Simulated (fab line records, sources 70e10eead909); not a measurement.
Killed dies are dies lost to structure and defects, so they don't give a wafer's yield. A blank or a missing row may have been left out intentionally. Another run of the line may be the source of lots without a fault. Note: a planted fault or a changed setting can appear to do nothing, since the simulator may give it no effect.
Code-filled problem report in 8D (eight disciplines) form -- flow nand_harc -- the parts of the form that need people (team, actions taken, sign-off) are left out

1. WHAT IS WRONG
Wafers without a fault read 720.3 nm, standard deviation 1.9; cd_nm at NHARC_P_ZERO_WELL_CD_MEAS_24 reads a mean of 767.3 nm on 6 wafers belonging to 2 lots. Measured from the usual mean, that is +25 standard deviations.
The step: target cd 720 nm.
Earliest sighting: wafer L848.2 on cd_sem-03 at day 6 22:28. Wafers with a number at this step in the record: 33, from 11 lots. The rule behind "out" and "out of limits": a value lying over 4 standard deviations away from the usual mean. The other wafers with a number count as sound.

2. WHAT IT IS AND WHAT IT IS NOT
question,is,is not
which readings at this step,cd_nm,-
which lots,"L848, L856","L836, L837, L838, L840, L842, L845, L846, L847, L857"
which wafers of those lots,all that have a number,-
read on which gauges,cd_sem-03,"cd_sem-01, cd_sem-02"
when,from day 6 22:28,up to then (24 sound wafers); but 3 sound wafers of L857 came after

3. SUSPECTS, AND WHAT RULES EACH OUT
Counting: a tool at any process step up to the reading remains a suspect when it ran all the lots that are out and ran no sound lot after the first of those.
- ruled out: the gauge at NHARC_P_ZERO_WELL_CD_MEAS_24. All the wafers that are out were read on cd_sem-03, but those of them that NHARC_P_ZERO_WELL_EXPOSE_21 has rows for are out there too, on other tools.
- krf_scanner-02 at NHARC_P_ZERO_WELL_EXPOSE_21 (exposes mask P NWELL, target cd 720 nm): kept. It ran every lot that is out, first L848 (day 6 22:19), and no sound lot after that; its last sound lot up to then is L847 (day 6 12:19). On those wafers its own readings are out: exposure_dose_mJ_cm2.
Left after counting: krf_scanner-02 at NHARC_P_ZERO_WELL_EXPOSE_21.

4. THE CAUSE (what the simulator had put in)
Drift in process parameters on krf_scanner-02 at NHARC_P_ZERO_WELL_EXPOSE_21, starting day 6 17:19. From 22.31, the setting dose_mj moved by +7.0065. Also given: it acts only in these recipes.
Counting left only this tool.

5. THE EFFECT CHAIN, in route order
Each row: a reading whose mean over the struck wafers that have a number lies more than 3 standard deviations from the usual. Readings are gone through only where the record gives a usual standard deviation; hours: the median, over the lots, of the time from a lot's start at the first step in this table giving one to that lot's start at this step; sigmas: the change measured in usual standard deviations.
hours,step,reading,usual,on struck wafers,change,sigmas
0,NHARC_P_ZERO_WELL_EXPOSE_21,exposure_dose_mJ_cm2,22.311,29.327,+7.016,+99 or more
0,NHARC_P_ZERO_WELL_CD_MEAS_24,cd_nm,720.3 nm,767.3,+47.0,+25
Here are the process steps it includes:
- NHARC_P_ZERO_WELL_EXPOSE_21: exposes mask P NWELL, target cd 720 nm.
Later measuring or inspecting steps at which every struck wafer that the step has a row for has a number for every such reading, and none has moved that far: NHARC_END_SORT_01.

6. HOW IT WOULD HAVE BEEN CAUGHT EARLIER
The first out-of-limits reading at a measuring or inspecting step in this record came at day 6 22:28, 5 hours after the fault's start at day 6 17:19.
At NHARC_P_ZERO_WELL_EXPOSE_21, the tool's own readings (exposure_dose_mJ_cm2) were out on each struck wafer the step has a row for, so an alarm limit on them would have fired on the first such wafer.
Lots out: 2; of these, L856 started NHARC_P_ZERO_WELL_EXPOSE_21 on krf_scanner-02 after day 6 22:28. Holding the tool at that time would have saved it.
